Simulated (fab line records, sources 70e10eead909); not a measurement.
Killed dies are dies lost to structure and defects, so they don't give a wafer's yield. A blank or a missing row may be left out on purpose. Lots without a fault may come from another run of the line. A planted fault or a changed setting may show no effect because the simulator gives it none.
Which tool did it? | flow nand_harc | 24 lots, 72 wafers sampled, at 1 step of a route of 1159

WHAT THE GAUGES READ, wafer by wafer
NHARC_P_BONDPAD_INSPECT_23. Usual: raw_defect_count 331, standard deviation 110.
lot  | measured     | on                | raw_defect_count | flag
L074 | day 6 19:41  | defect_inspect-01 | 299 246 366      |
L075 | day 6 20:08  | defect_inspect-02 | 437 331 278      |
L077 | day 7 06:13  | defect_inspect-01 | 336 313 238      |
L076 | day 7 06:37  | defect_inspect-02 | 542 255 407      |
L078 | day 7 17:58  | defect_inspect-02 | 185 531 377      |
L081 | day 8 05:07  | defect_inspect-01 | 302 623 425      |
L080 | day 8 06:02  | defect_inspect-01 | 421 330 650      |
L079 | day 8 11:22  | defect_inspect-02 | 319 300 284      |
L082 | day 8 12:06  | defect_inspect-02 | 238 257 238      |
L083 | day 8 15:05  | defect_inspect-02 | 414 274 330      |
L084 | day 8 16:04  | defect_inspect-02 | 232 248 284      |
L088 | day 9 13:49  | defect_inspect-02 | 255 245 254      |
L086 | day 9 15:47  | defect_inspect-02 | 295 315 314      |
L085 | day 9 19:37  | defect_inspect-01 | 243 367 469      |
L087 | day 9 21:29  | defect_inspect-01 | 322 376 349      |
L089 | day 10 08:49 | defect_inspect-02 | 260 252 189      |
L090 | day 10 14:38 | defect_inspect-02 | 360 206 257      |
L091 | day 10 16:41 | defect_inspect-02 | 409 217 419      |
L092 | day 11 01:05 | defect_inspect-01 | 324 198 386      |
L093 | day 11 01:55 | defect_inspect-01 | 254 159 194      |
L095 | day 11 11:47 | defect_inspect-01 | 322 413 360      |
L094 | day 11 13:17 | defect_inspect-02 | 288 343 290      |
L096 | day 12 02:31 | defect_inspect-02 | 303 351 368      |
L097 | day 12 09:14 | defect_inspect-01 | 814 551 317      |

WHICH TOOL RAN EACH LOT (tool, then ch and the chambers of the sampled wafers, then the start)
The record holds no process step before these readings.

WHAT THE TOOLS THEMSELVES READ (means of the sampled wafers that have a number; where no wafer has one, the mark that the record gives instead)
The record holds no such reading with a usual standard deviation.

THE ANSWER, worked out from the rows above alone
Rule: a lot is off if the mean of its wafers that have a number lies more than 3 standard deviations from the usual mean. A lot without any number at a reading at which 4 lots or more have one is off too. The other lots that the step has rows for count as sound. The gauges are gone through in route order, then the tools' own readings, and for those a lot's mean is taken as printed above. The first step at which some lot is off is used, and at that step the reading that is off furthest; a lot without a number counts as furthest.
No lot is off at any reading shown: from this, nothing can be told.

WHAT THE SIMULATOR HAD PUT IN
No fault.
